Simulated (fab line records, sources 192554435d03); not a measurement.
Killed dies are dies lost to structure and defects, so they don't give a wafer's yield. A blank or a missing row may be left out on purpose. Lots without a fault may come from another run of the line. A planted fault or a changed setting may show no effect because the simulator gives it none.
Chamber matching | flow n5_finfet | N5_FIN_SAQP_SPACER1_ALD_24 on ald_sin-02: 4 sister chambers
The step deposits SiO2, target thk 20.3 nm, pulse time 1 s, purge time 2 s. 16 wafers are shown with their chamber, then 8 later ones without.

WAFERS WITH THEIR CHAMBER
wafer  | chamber | heater_power_w (W) | precursor_pulse_height_rel | susceptor_temp_C (C)
L077.3 | 3       | 469                | 1.060                      | 300.16
L077.4 | 2       | 450                | 0.978                      | 299.80
L077.5 | 0       | 545                | 0.993                      | 299.92
L080.1 | 1       | 440                | 1.015                      | 300.01
L080.2 | 0       | 530                | 0.996                      | 299.89
L080.5 | 2       | 471                | 1.026                      | 299.96
L081.2 | 2       | 474                | 0.995                      | 300.04
L081.3 | 1       | 431                | 0.981                      | 299.93
L081.6 | 1       | 433                | 0.990                      | 299.76
L082.1 | 2       | 466                | 1.033                      | 300.13
L082.4 | 0       | 547                | 1.005                      | 300.06
L082.5 | 3       | 462                | 1.021                      | 299.72
L084.3 | 2       | 463                | 1.030                      | 300.05
L084.4 | 1       | 424                | 1.056                      | 299.74
L084.6 | 1       | 424                | 0.990                      | 299.65
L090.1 | 1       | 420                | 0.968                      | 300.12

SIGNATURES (means of the wafers above)
reading                    | chamber 0 | chamber 1 | chamber 2 | chamber 3 | scatter within a chamber
heater_power_w             | 540.67    | 428.67    | 464.80    | 465.50    | 8.24
precursor_pulse_height_rel | 0.99800   | 1.00000   | 1.01240   | 1.04050   | 0.0261
susceptor_temp_C           | 299.9567  | 299.8683  | 299.9960  | 299.9400  | 0.168
Rule: a wafer's distance from a chamber is the root of the sum, over the readings, of the square of ((its reading less the chamber's mean) divided by the reading's scatter). The wafer belongs to the nearest chamber; if the next one is less than 2 further off, it can't be placed. The scatter: the root of (the sum of the squares of (reading less its chamber's mean) over the shown wafers, divided by (wafers less chambers)).

WAFERS WITHOUT THEIR CHAMBER
wafer  | heater_power_w (W) | precursor_pulse_height_rel | susceptor_temp_C (C)
L090.4 | 462                | 1.006                      | 299.66
L090.5 | 555                | 1.006                      | 299.64
L091.2 | 446                | 1.016                      | 300.03
L091.3 | 556                | 1.002                      | 300.29
L091.5 | 412                | 0.992                      | 299.92
L094.3 | 543                | 0.989                      | 299.94
L094.4 | 465                | 1.030                      | 299.83
L094.6 | 431                | 1.007                      | 299.66

WHICH CHAMBER EACH WENT THROUGH
wafer  | from the rows above          | in truth
L090.4 | can't be placed: 2 or 3      | 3
L090.5 | 0                            | 0
L091.2 | can't be placed: 2 or 1 or 3 | 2
L091.3 | 0                            | 0
L091.5 | 1                            | 1
L094.3 | 0                            | 0
L094.4 | can't be placed: 3 or 2      | 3
L094.6 | 1                            | 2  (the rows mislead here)
Placed correctly: 4 of 8. Can't be placed from these rows: 3 (the true chamber is among the candidates in 3). Placed wrongly: 1.
